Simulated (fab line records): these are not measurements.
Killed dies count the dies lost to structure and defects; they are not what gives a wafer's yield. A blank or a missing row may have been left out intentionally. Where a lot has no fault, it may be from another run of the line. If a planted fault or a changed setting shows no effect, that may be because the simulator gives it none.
Chamber matching / flow nandHarc / NHARC_A_STAIRCASE_TRIM_220 on rieDiel-03 has 4 sister chambers
The step chemistry O2, time 211.2 s. 16 wafers are shown with their chamber, then 8 later ones without.

WAFERS PAIRED WITH THEIR CHAMBERS
wafer=L076.1; chamber=3; showerheadPlenumPTorr (Torr)=3.39; chamberPressureMTorr (mTorr)=59.98; oesProductAu (a.u.)=0.987
wafer=L076.2; chamber=0; showerheadPlenumPTorr (Torr)=3.53; chamberPressureMTorr (mTorr)=60.04; oesProductAu (a.u.)=1.000
wafer=L076.5; chamber=2; showerheadPlenumPTorr (Torr)=3.67; chamberPressureMTorr (mTorr)=59.95; oesProductAu (a.u.)=0.991
wafer=L074.1; chamber=1; showerheadPlenumPTorr (Torr)=3.56; chamberPressureMTorr (mTorr)=60.03; oesProductAu (a.u.)=1.002
wafer=L074.2; chamber=2; showerheadPlenumPTorr (Torr)=3.67; chamberPressureMTorr (mTorr)=59.95; oesProductAu (a.u.)=1.001
wafer=L074.6; chamber=1; showerheadPlenumPTorr (Torr)=3.56; chamberPressureMTorr (mTorr)=60.10; oesProductAu (a.u.)=1.000
wafer=L078.2; chamber=0; showerheadPlenumPTorr (Torr)=3.53; chamberPressureMTorr (mTorr)=60.03; oesProductAu (a.u.)=1.005
wafer=L078.3; chamber=2; showerheadPlenumPTorr (Torr)=3.67; chamberPressureMTorr (mTorr)=59.96; oesProductAu (a.u.)=0.988
wafer=L078.4; chamber=0; showerheadPlenumPTorr (Torr)=3.53; chamberPressureMTorr (mTorr)=60.12; oesProductAu (a.u.)=1.004
wafer=L081.2; chamber=1; showerheadPlenumPTorr (Torr)=3.56; chamberPressureMTorr (mTorr)=60.15; oesProductAu (a.u.)=0.993
wafer=L081.4; chamber=3; showerheadPlenumPTorr (Torr)=3.39; chamberPressureMTorr (mTorr)=59.97; oesProductAu (a.u.)=0.981
wafer=L081.5; chamber=3; showerheadPlenumPTorr (Torr)=3.39; chamberPressureMTorr (mTorr)=59.97; oesProductAu (a.u.)=0.984
wafer=L088.4; chamber=1; showerheadPlenumPTorr (Torr)=3.55; chamberPressureMTorr (mTorr)=60.07; oesProductAu (a.u.)=0.989
wafer=L088.5; chamber=3; showerheadPlenumPTorr (Torr)=3.38; chamberPressureMTorr (mTorr)=59.98; oesProductAu (a.u.)=0.993
wafer=L088.6; chamber=0; showerheadPlenumPTorr (Torr)=3.52; chamberPressureMTorr (mTorr)=60.04; oesProductAu (a.u.)=1.002
wafer=L085.1; chamber=2; showerheadPlenumPTorr (Torr)=3.66; chamberPressureMTorr (mTorr)=60.01; oesProductAu (a.u.)=0.992

SIGNATURES, as means of the wafers listed above
reading=showerheadPlenumPTorr; chamber 0=3.5275; chamber 1=3.5575; chamber 2=3.6675; chamber 3=3.3875; scatter within a chamber=0.005
reading=chamberPressureMTorr; chamber 0=60.0575; chamber 1=60.0875; chamber 2=59.9675; chamber 3=59.9750; scatter within a chamber=0.036
reading=oesProductAu; chamber 0=1.00275; chamber 1=0.99600; chamber 2=0.99300; chamber 3=0.98625; scatter within a chamber=0.00498
Rule: distance of a wafer from a chamber = root of the sum over the readings of ((wafer's reading minus chamber's mean) / reading's scatter) squared. The wafer belongs to the nearest chamber; if the next one is less than 2 further off, it can't be placed. How the scatter is found: for the shown wafers, subtract from each reading the mean of its chamber, square and add these, divide the total by (wafers less chambers), then take the root.

WAFERS WITH NO CHAMBER GIVEN
wafer=L085.2; showerheadPlenumPTorr (Torr)=3.38; chamberPressureMTorr (mTorr)=60.03; oesProductAu (a.u.)=0.994
wafer=L085.4; showerheadPlenumPTorr (Torr)=3.52; chamberPressureMTorr (mTorr)=60.05; oesProductAu (a.u.)=1.015
wafer=L087.1; showerheadPlenumPTorr (Torr)=3.51; chamberPressureMTorr (mTorr)=59.94; oesProductAu (a.u.)=0.994
wafer=L087.2; showerheadPlenumPTorr (Torr)=3.38; chamberPressureMTorr (mTorr)=59.92; oesProductAu (a.u.)=0.976
wafer=L087.4; showerheadPlenumPTorr (Torr)=3.54; chamberPressureMTorr (mTorr)=60.09; oesProductAu (a.u.)=0.997
wafer=L091.2; showerheadPlenumPTorr (Torr)=3.54; chamberPressureMTorr (mTorr)=60.07; oesProductAu (a.u.)=1.016
wafer=L091.3; showerheadPlenumPTorr (Torr)=3.37; chamberPressureMTorr (mTorr)=60.10; oesProductAu (a.u.)=0.995
wafer=L091.6; showerheadPlenumPTorr (Torr)=3.65; chamberPressureMTorr (mTorr)=59.96; oesProductAu (a.u.)=0.984

WHICH CHAMBER EACH WENT THROUGH
wafer=L085.2; from the rows above=3; in truth=3
wafer=L085.4; from the rows above=0; in truth=0
wafer=L087.1; from the rows above=0; in truth=0
wafer=L087.2; from the rows above=3; in truth=3
wafer=L087.4; from the rows above=can't be placed: 0 or 1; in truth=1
wafer=L091.2; from the rows above=can't be placed: 0 or 1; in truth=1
wafer=L091.3; from the rows above=3; in truth=3
wafer=L091.6; from the rows above=2; in truth=2
Correct placement for 6 of the 8. Unplaceable from these rows: 2, with the true chamber sitting among the candidates in 2. Placed wrongly: 0.
